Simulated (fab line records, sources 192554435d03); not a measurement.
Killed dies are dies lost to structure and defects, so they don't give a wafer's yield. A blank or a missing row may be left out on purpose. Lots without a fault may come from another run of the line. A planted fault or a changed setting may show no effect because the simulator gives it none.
fab line records | flow n5_finfet
record lots=7 wafers=39
route steps=1938 shown DUMMY_GATE@246 SD_EPI_N@288 SD_ACTIVATION@330 HKMG_FIN@403 GATE_CUT@500 MOL_CONTACT_COAG@624
start_h: hours from the record's first day to the start of the lot's first wafer shown | wait_h: hours since the lot's step before | " the same as in the row above | L1.1+2: a row that stands for several wafers | - no value, or no start given | * or withheld: withheld | < > ~ a bound
route shown NAME@n: a module of which the file shows steps, and the number in the route of the first | usual: mean/standard deviation of fault-free wafers | same: alike in all rows | chamber/n: place in a boat | sites: the reading at each site | _std_site: their standard deviation | _edge_site: outer sites' mean less inner sites' | radius_mm: how far each site lies from the wafer's centre | mask NAME#n: copy n | behind: the tool/chamber that last shaped the wafer | hold: why the lot was held/for how many hours/how that ended | device: the transistor (n, p or np) that didn't switch | end of line: the same wafers' tests at the end of the route | a step without rows: its recipe alone | killed: dies lost to structure and defects at the first sort, not the wafer's yield | map: a wafer's dies, x killed, . not, _ none there
set.NAME: the setting as run; set.NAME@STEP: as run at that earlier step | model.NAME: the simulator's own value behind a step, which no gauge read
lots whose settings were changed on purpose; a table a step, a row a wafer
## steps
# step N5_DUMMY_GATE_ETCH_32
# recipe chemistry=CF4 target=SiO2 target_depth_a=35 time_s=3.9 ion_energy_ev=350 pressure_mtorr=10 icp_w=800 bias_w=400 cf4_flow_sccm=80
# columns lot.wafer tool chamber start_h wait_h set.time_s model.etch.depth_nm
L074.1 rie_si-02 3 48.22 0.1 3.9 3.441
L074.2 " 2 " " 4.344 3.861
L074.3 " 0 " " 3.9 3.433
L074.4 " 1 " " 4.344 3.856
L074.5 " 2 " " 3.9 3.459
L074.6 " 3 " " 4.344 3.839
L075.1 rie_si-03 2 53.52 0.1 3.9 3.461
L075.3 " 0 " " 3.9 3.444
L075.5 " 1 " " 3.9 3.517
L081.1 rie_si-03 2 92.65 0.1 3.122 2.85
L081.2 " 1 " " 3.9 3.549
L081.3 " 3 " " 3.9 3.551
L081.4 " 0 " " 3.122 2.802
L081.5 " 0 " " 3.9 3.471
L081.6 " 1 " " 3.122 2.847
L084.1 rie_si-01 2 106.57 0.1 3.9 3.425
L084.2+6 " 1 " " 4.598 4.096
L084.3 " 3 " " 3.9 3.446
L084.4 " 0 " " 3.9 3.501
L084.5 " 0 " " 4.598 4.109
L090.1 rie_si-03 3 144.09 0.1 3.9 3.477
L090.2 " 2 " " 3.9 3.492
L090.3 " 1 " " 3.306 2.977
L090.4 " 0 " " 3.306 2.923
L090.5 " 2 " " 3.306 2.974
L090.6 " 3 " " 3.9 3.467
L093.1 rie_si-01 2 161.44 0.1 4.566 3.983
L093.2 " 3 " " 4.566 4.039
L093.3 " 1 " " 4.566 4.019
L093.4 " 0 " " 3.9 3.472
L093.5 " 3 " " 3.9 3.41
L093.6 " 0 " " 3.9 3.461
L094.1 rie_si-02 0 166.54 0.1 4.325 3.839
L094.2 " 2 " " 3.9 3.496
L094.3 " 3 " " 3.9 3.514
L094.4 " 1 " " 4.325 3.858
L094.5 " 0 " " 4.325 3.847
L094.6 " 1 " " 3.9 3.449
# step N5_SD_EPI_N_EPI_21
# recipe material=Si:P dopant=P temp_c=680 pressure_torr=255 time_s=690
# columns lot.wafer tool chamber start_h wait_h set.time_s model.Si-P_of_SD_EPI_N_EPI_21.thk_nm
L074.1 epi_rpcvd-03 0 52.14 0.1 690 58
L074.2 " 0 " " 690 59
L074.3+6 " 0 " " 612.3 54
L074.4 " 0 " " 690 58.6
L074.5 " 0 " " 612.3 54.4
L075.1 epi_rpcvd-03 0 56.78 0.1 690 58.8
L075.3 " 0 " " 690 60
L075.5 " 0 " " 690 59.6
L081.1+4+5 epi_rpcvd-02 0 96.01 0.1 690 59.6
L081.2 " 0 " " 564.6 51.6
L081.3 " 0 " " 564.6 52
L081.6 " 0 " " 564.6 52.2
L084.1+2+3+4 epi_rpcvd-02 0 110.14 0.1 690 59.4
L084.5 " 0 111.26 1.1 690 60
L084.6 " 0 " " 690 59
L090.1 epi_rpcvd-03 0 147.34 0.1 690 58.6
L090.2 " 0 " " 690 58.8
L090.3 " 0 " " 690 59.6
L090.4 " 0 " " 690 59.4
L090.5 " 0 " " 690 59.2
L090.6 " 0 " " 690 58.4
L093.1 epi_rpcvd-03 0 164.77 0.1 752.9 62.8
L093.2 " 0 " " 752.9 62.4
L093.3 " 0 " " 690 59
L093.4 " 0 " " 690 58.8
L093.5 " 0 " " 752.9 63.4
L093.6 " 0 " " 690 59.2
L094.1 epi_rpcvd-03 0 169.82 0.1 609.8 55.2
L094.2 " 0 " " 690 59.2
L094.3+5 " 0 " " 690 59.4
L094.4+6 " 0 " " 609.8 54.6
# step N5_SD_EPI_N_EPI_MEAS_23
# recipe mode=xrd
# usual thk_nm=59.0/1.2
# columns lot.wafer tool chamber start_h wait_h set.time_s@SD_EPI_N_EPI_21 thk_nm
L074.1 film_metro-01 - 54.08 1.7 690 58.3
L074.2 " - " " 690 58.7
L074.3 " - " " 612.3 54.3
L074.4 " - " " 690 57.2
L074.5 " - " " 612.3 55.3
L074.6 " - " " 612.3 54.0
L075.1 film_metro-01 - 58.49 1.4 690 57.5
L075.3 " - " " 690 60.1
L075.5 " - " " 690 60.9
L081.1 film_metro-01 - 97.72 1.4 690 57.6
L081.2 " - " " 564.6 52.5
L081.3 " - " " 564.6 52.1
L081.4 " - " " 690 57.2
L081.5 " - " " 690 60.2
L081.6 " - " " 564.6 50.8
L084.1 film_metro-02 - 111.87 1.5 690 58.7
L084.2 " - " " 690 59.4
L084.3 " - " " 690 58.2
L084.4 " - " " 690 59.8
L084.5 " - " " 690 59.6
L084.6 " - " " 690 59.3
L090.1 film_metro-01 - 149.06 1.4 690 58.2
L090.2 " - " " 690 60.4
L090.3 " - " " 690 59.9
L090.4 " - " " 690 59.8
L090.5 " - " " 690 59.1
L090.6 " - " " 690 58.1
L093.1 film_metro-01 - 166.49 1.4 752.9 61.4
L093.2 " - " " 752.9 63.0
L093.3 " - " " 690 58.8
L093.4 " - " " 690 58.4
L093.5 " - " " 752.9 64.8
L093.6 " - " " 690 59.0
L094.1 film_metro-01 - 171.54 1.5 609.8 56.8
L094.2 " - " " 690 61.0
L094.3 " - " " 690 59.5
L094.4 " - " " 609.8 54.6
L094.5 " - " " 690 60.1
L094.6 " - " " 609.8 54.3
# step N5_SD_EPI_N_PRECLEAN_24
# recipe chemistry=O3/DIW time_s=60 temp_c=22 o3_ppm=10
# step N5_SD_EPI_N_SRD_25
# recipe time_s=30 temp_c=23 rinse_liquid=diw dry=ipa_marangoni
# step N5_SD_ACTIVATION_RTA_00
# recipe temp_c=975 time_s=0 ambient=N2 idle_temp_c=600 ramp_up_c_per_s=150 ramp_down_c_per_s=60 cool_to_c=600
# step N5_SD_ACTIVATION_LSA_01
# recipe temp_c=1080 time_s=0.0008 ambient=N2
# step N5_SD_ACTIVATION_RS_MEAS_03
# recipe thk_meas_gauge=four-point-probe
# usual RS_SD_N=21.93/0.26 RS_SD_P=56.1/0.99
# columns lot.wafer tool chamber start_h wait_h set.time_s@SD_EPI_N_EPI_21 RS_SD_N[ohm/sq] RS_SD_P[ohm/sq]
L074.1 film_metro-01 - 60.15 0.2 690 22.43 55.3
L074.2 " - " " 690 22.15 55.6
L074.3 " - " " 612.3 24.12 55.3
L074.4 " - " " 690 22.30 55.7
L074.5 " - " " 612.3 23.83 55.0
L074.6 " - " " 612.3 24.09 55.7
L075.1 film_metro-01 - 64.00 0.2 690 21.94 57.4
L075.3 " - " " 690 21.48 58.0
L075.5 " - " " 690 21.85 57.6
L081.1 film_metro-01 - 103.10 0.2 690 21.67 57.3
L081.2 " - " " 564.6 25.09 57.1
L081.3 " - " " 564.6 24.86 55.7
L081.4 " - " " 690 21.69 56.2
L081.5 " - " " 690 21.71 56.4
L081.6 " - " " 564.6 24.88 57.6
L084.1 film_metro-02 - 117.22 0.2 690 21.48 56.3
L084.2 " - " " 690 21.88 55.8
L084.3 " - " " 690 21.84 56.1
L084.4 " - " " 690 21.67 56.0
L084.5 " - " " 690 21.61 56.4
L084.6 " - " " 690 22.00 55.5
L090.1 film_metro-01 - 155.27 0.2 690 22.16 57.1
L090.2 " - " " 690 22.05 56.9
L090.3 " - " " 690 21.62 56.4
L090.4 " - " " 690 21.81 57.8
L090.5 " - " " 690 21.83 57.4
L090.6 " - " " 690 22.25 58.0
L093.1 film_metro-01 - 171.93 0.2 752.9 20.59 55.7
L093.2 " - " " 752.9 20.53 56.0
L093.3 " - " " 690 21.89 56.0
L093.4 " - " " 690 21.92 56.0
L093.5 " - " " 752.9 20.34 55.4
L093.6 " - " " 690 21.81 55.8
L094.1 film_metro-02 - 177.57 0.2 609.8 23.47 54.9
L094.2 " - " " 690 21.74 55.9
L094.3 " - " " 690 21.88 55.7
L094.4 " - " " 609.8 23.69 54.9
L094.5 " - " " 690 21.74 55.4
L094.6 " - " " 609.8 23.55 55.0
# step N5_HKMG_FIN_ETCH_55
# recipe chemistry=N2/H2 target=SOC target_depth_a=2400 temp_c=40 time_s=300 ion_energy_ev=200 mask_material=SiARC pressure_mtorr=30 source_w=840 bias_w=150 n2_flow_sccm=200 h2_flow_sccm=200
# usual rf_vpp_V=524/3.2
# columns lot.wafer tool chamber start_h wait_h set.bias_w rf_vpp_V model.SiARC_of_HKMG_FIN_COAT_42.thk_nm
L074.1 rie_diel-01 3 72.97 0.0 150 526 21.6
L074.2 " 2 " " 150 519 21
L074.3 " 0 " " 164.1 551 19.6
L074.4 " 1 " " 164.1 552 19.8
L074.5 " 0 " " 150 521 21.2
L074.6 " 3 " " 164.1 556 20.2
L075.1 rie_diel-06 2 78.86 0.1 150 523 21
L075.3 " 2 " " 150 523 21
L075.5 " 0 " " 150 528 21.2
L081.1 rie_diel-01 3 115.89 0.0 150 526 21.8
L081.2 " 1 " " 150 521 21.6
L081.3 " 2 " " 150 517 21.2
L081.4 " 0 " " 150 521 21.2
L081.5 " 1 " " 150 521 21.8
L081.6 " 0 " " 150 521 21.4
L084.1 rie_diel-06 0 130.35 0.0 150 527 21.6
L084.2 " 1 " " 150 519 21.8
L084.3 " 2 " " 150 522 21.2
L084.4 " 3 " " 150 522 21.2
L084.5 " 1 " " 150 521 21.8
L084.6 " 0 " " 150 528 21.4
L090.1 rie_diel-02 0 168.31 0.0 150 527 20.8
L090.2 " 3 " " 178.4 584 18
L090.3 " 2 " " 150 522 21.2
L090.4 " 1 " " 178.4 588 18
L090.5 " 2 " " 178.4 584 18.4
L090.6 " 1 " " 150 527 21
L093.1 rie_diel-06 3 185.49 0.0 150 523 21
L093.2 " 2 " " 158.2 539 20.2
L093.3 " 1 " " 150 528 21
L093.4 " 0 " " 158.2 546 20.4
L093.5 " 3 " " 150 522 21
L093.6 " 0 " " 158.2 547 20.4
L094.1 rie_diel-06 2 191.24 0.0 150 523 21.2
L094.2 " 1 " " 150 528 21.2
L094.3 " 3 " " 150 521 21
L094.4 " 0 " " 150 528 21.6
L094.5 " 1 " " 150 530 21.4
L094.6 " 2 " " 150 522 21.2
# step N5_GATE_CUT_CUT_ETCH_53
# recipe chemistry=SF6/Cl2 target=W mask_material=SiO2 target_depth_a=792 pressure_mtorr=8 icp_w=900 bias_w=80 SF6_flow_sccm=40 Cl2_flow_sccm=60 ends=cleared
# usual etch_rf_on_time_s=26.0/0.49
# columns lot.wafer tool chamber start_h wait_h set.icp_w etch_rf_on_time_s
L074.1 rie_metal-01 1 85.27 0.1 900 26.9
L074.2 " 0 " " 900 25.8
L074.3 " 0 " " 900 25.7
L074.4 " 1 " " 731.9 32.1
L074.5 " 1 " " 731.9 31.9
L074.6 " 0 " " 731.9 30.9
L075.1 rie_metal-02 1 91.31 0.1 900 25.8
L075.3 " 1 " " 900 26.0
L075.5 " 1 " " 900 26.0
L081.1 rie_metal-01 0 127.82 0.1 1040 22.6
L081.2 " 1 " " 1040 23.8
L081.3 " 1 " " 1040 23.7
L081.4 " 0 " " 900 25.7
L081.5 " 0 " " 900 25.6
L081.6 " 1 " " 900 27.3
L084.1 rie_metal-01 1 143.62 0.1 900 26.4
L084.2 " 0 " " 900 25.6
L084.3 " 1 " " 854 27.7
L084.4 " 0 " " 854 26.8
L084.5 " 0 " " 900 25.2
L084.6 " 1 " " 854 27.7
L090.1 rie_metal-01 0 180.24 0.1 900 25.6
L090.2 " 0 " " 900 25.5
L090.3 " 0 " " 900 25.5
L090.4 " 0 " " 801.4 28.1
L090.5 " 0 " " 801.4 28.2
L090.6 " 0 " " 801.4 28.1
L093.1 rie_metal-03 1 198.26 0.1 1064 22.4
L093.2 " 0 " " 900 25.4
L093.3 " 0 " " 900 25.2
L093.4 " 1 " " 1064 22.6
L093.5 " 0 " " 1064 21.9
L093.6 " 1 " " 900 26.1
L094.1 rie_metal-02 0 203.75 0.1 900 26.0
L094.2 " 0 " " 990 24.3
L094.3 " 0 " " 900 26.0
L094.4 " 0 " " 990 24.1
L094.5 " 0 " " 900 26.0
L094.6 " 0 " " 990 24.0
# step N5_MOL_CONTACT_COAG_CVD_140
# recipe material=W target_thk_a=665 mode=selective_fill temp_c=300 time_s=215
# columns lot.wafer tool chamber start_h wait_h set.target_thk_a model.W_of_MOL_CONTACT_COAG_CVD_140.thk_nm
L074.1 cvd_w-01 1 103.16 0.1 665 66
L074.2 " 0 " " 737.2 72.8
L074.3 " 1 " " 737.2 73.6
L074.4 " 0 " " 665 65.8
L074.5 " 1 " " 737.2 73
L074.6 " 0 " " 665 66.2
L075.1 cvd_w-02 1 107.32 0.1 665 66.8
L075.3 " 1 " " 665 67.4
L075.5 " 1 " " 665 67
L081.1 cvd_w-02 0 144.05 0.1 627.3 61.8
L081.2 " 1 " " 665 66.4
L081.3 " 1 " " 627.3 62.4
L081.4 " 0 " " 665 65.4
L081.5 " 1 " " 627.3 62.6
L081.6 " 0 " " 665 65.2
L084.1 cvd_w-02 1 161.33 0.1 665 67.4
L084.2+4 " 0 " " 665 66.2
L084.3 " 1 " " 596.1 60.2
L084.5 " 1 " " 596.1 59
L084.6 " 0 " " 596.1 59.2
L090.1 cvd_w-01 0 198.78 0.1 665 66
L090.2 " 1 " " 600.6 59.2
L090.3 " 1 " " 600.6 58.6
L090.4 " 0 " " 600.6 58.8
L090.5 " 1 " " 665 65
L090.6 " 0 " " 665 65.2
L093.1 cvd_w-02 1 215.32 0.1 665 67.2
L093.2+4 " 0 " " 665 66.2
L093.3 " 1 " " 665 67
L093.5 " 0 " " 665 66.8
L093.6 " 1 " " 665 66.6
L094.1+4 cvd_w-02 0,1 221.15 0.1 665 65.4
L094.2 " 1 " " 627.2 62
L094.3 " 0 " " 627.2 61.8
L094.5 " 0 " " 665 65.2
L094.6 " 1 " " 627.2 62.8
## key
split step=N5_DUMMY_GATE_ETCH_32 setting=time_s stated=3.9 by=wafer
response step=N5_DUMMY_GATE_ETCH_32 reading=model.etch.depth_nm change=+0.0345 per=1% r=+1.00
split step=N5_SD_EPI_N_EPI_21 setting=time_s stated=690 by=wafer
response step=N5_SD_EPI_N_EPI_21 reading=model.Si-P_of_SD_EPI_N_EPI_21.thk_nm change=+0.41 per=1% r=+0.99
response step=N5_SD_EPI_N_EPI_MEAS_23 reading=thk_nm change=* per=1% r=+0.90
response step=N5_SD_ACTIVATION_RS_MEAS_03 reading=RS_SD_N change=-0.166 per=1% r=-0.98
split step=N5_HKMG_FIN_ETCH_55 setting=bias_w stated=150 by=wafer
response step=N5_HKMG_FIN_ETCH_55 reading=rf_vpp_V change=+3.22 per=1% r=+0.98
response step=N5_HKMG_FIN_ETCH_55 reading=model.SiARC_of_HKMG_FIN_COAT_42.thk_nm change=-0.149 per=1% r=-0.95
split step=N5_GATE_CUT_CUT_ETCH_53 setting=icp_w stated=900 by=wafer
response step=N5_GATE_CUT_CUT_ETCH_53 reading=etch_rf_on_time_s change=* per=1% r=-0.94
split step=N5_MOL_CONTACT_COAG_CVD_140 setting=target_thk_a stated=665 by=wafer
response step=N5_MOL_CONTACT_COAG_CVD_140 reading=model.W_of_MOL_CONTACT_COAG_CVD_140.thk_nm change=+0.656 per=1% r=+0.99
